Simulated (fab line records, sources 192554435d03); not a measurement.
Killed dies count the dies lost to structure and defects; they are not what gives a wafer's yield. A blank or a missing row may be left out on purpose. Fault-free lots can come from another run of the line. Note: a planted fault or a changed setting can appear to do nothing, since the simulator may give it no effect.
Chamber matching -- flow n5 finfet -- 4 sister chambers for N5_BEOL_M2_ETCH_69 on rie diel-02
The step etches SiARC in CF4, target depth 15.6 nm, time 26 s. 8 wafers are shown with their chamber, then 8 later ones without.

WAFERS WITH THEIR CHAMBER
wafer,chamber,throttle valve pct (%),etch rf on time s (s)
L077.5,1,15.08,25.8
L082.1,3,15.80,27.0
L082.3,2,15.15,26.9
L082.4,0,15.70,24.7
L084.3,3,15.78,27.1
L084.5,1,15.12,26.0
L084.6,0,15.70,24.6
L086.3,2,15.17,27.0

WAFERS WHOSE CHAMBER IS MISSING
wafer,throttle valve pct (%),etch rf on time s (s)
L086.4,15.81,27.2
L086.5,15.15,26.0
L091.1,15.17,27.6
L091.3,15.15,26.0
L091.6,15.82,27.3
L094.2,15.15,25.8
L094.3,15.74,24.8
L094.4,15.84,27.0

WHICH CHAMBER EACH WENT THROUGH
wafer,from the rows above,in truth
L086.4,3,3
L086.5,1,1
L091.1,2,2
L091.3,1,1
L091.6,3,3
L094.2,1,1
L094.3,0,0
L094.4,3,3
8 of 8 placed correctly. Can't be placed from these rows: 0. Number placed wrongly: 0.
How it was worked out, from the rows above alone: a wafer's distance from a chamber is the root of the sum, over the readings, of the square of ((its reading less the chamber's mean) divided by the reading's scatter). The wafer belongs to the nearest chamber; if the next one is less than 2 further off, it can't be placed. The mean given for a chamber averages the wafers shown for that chamber. The scatter: the root of (the sum of the squares of (reading less its chamber's mean) over the shown wafers, divided by (wafers less chambers)).
